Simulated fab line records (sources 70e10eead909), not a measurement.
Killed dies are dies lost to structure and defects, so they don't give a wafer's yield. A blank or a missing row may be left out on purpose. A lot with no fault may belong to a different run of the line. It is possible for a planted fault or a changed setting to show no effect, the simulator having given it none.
Matching of chambers	flow nand-harc	4 sister chambers for NHARC_A_CHANNEL_FILL_D1_ALD_14 on ald-hk-02
The step deposits SiO2, target thk 2.5 nm, pulse time 10 s, ald cycles 25. 18 wafers are shown with their chamber, then 9 later ones without.

== WAFERS WITH THEIR CHAMBER ==
wafer	chamber	heater-power-w (W)	precursor-pulse-height-rel
L074.3	3	488	1.004
L074.5	2	444	0.997
L074.6	1	444	1.009
L079.1	2	452	1.000
L079.5	1	430	1.008
L079.6	2	442	1.006
L080.2	2	430	0.977
L080.3	3	477	0.971
L080.5	0	518	1.001
L083.1	3	493	1.056
L083.2	1	452	0.987
L083.3	0	540	1.015
L088.2	3	487	0.962
L088.3	1	444	1.022
L088.5	3	478	0.977
L090.2	2	448	1.015
L090.5	1	428	0.970
L090.6	0	522	1.016

SIGNATURES, as means of the wafers listed above
reading	chamber 0	chamber 1	chamber 2	chamber 3	scatter within a chamber
heater-power-w	526.67	439.60	443.20	484.60	9.1
precursor-pulse-height-rel	1.01067	0.99920	0.99900	0.99400	0.0245
Rule: a wafer's distance from a chamber is the root of the sum, over the readings, of the square of ((its reading less the chamber's mean) divided by the reading's scatter). The wafer belongs to the nearest chamber; if the next one is less than 2 further off, it can't be placed. How the scatter is found: for the shown wafers, subtract from each reading the mean of its chamber, square and add these, divide the total by (wafers less chambers), then take the root.

== WAFERS WITHOUT THEIR CHAMBER ==
wafer	heater-power-w (W)	precursor-pulse-height-rel
L091.2	409	1.001
L091.4	464	1.003
L091.6	431	1.002
L095.2	459	1.036
L095.5	447	0.995
L095.6	416	0.981
L097.1	440	1.002
L097.2	519	0.980
L097.5	448	1.010

== WHICH CHAMBER EACH WENT THROUGH ==
wafer	from the rows above	in truth
L091.2	can't be placed: 1 or 2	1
L091.4	can't be placed: 2 or 3 or 1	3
L091.6	can't be placed: 1 or 2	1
L095.2	can't be placed: 2 or 1 or 3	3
L095.5	can't be placed: 2 or 1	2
L095.6	can't be placed: 1 or 2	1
L097.1	can't be placed: 1 or 2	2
L097.2	0	0
L097.5	can't be placed: 2 or 1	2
1 of 9 placed correctly. These rows do not allow placing 8 (true chamber among the candidates in 8). Number placed wrongly: 0.
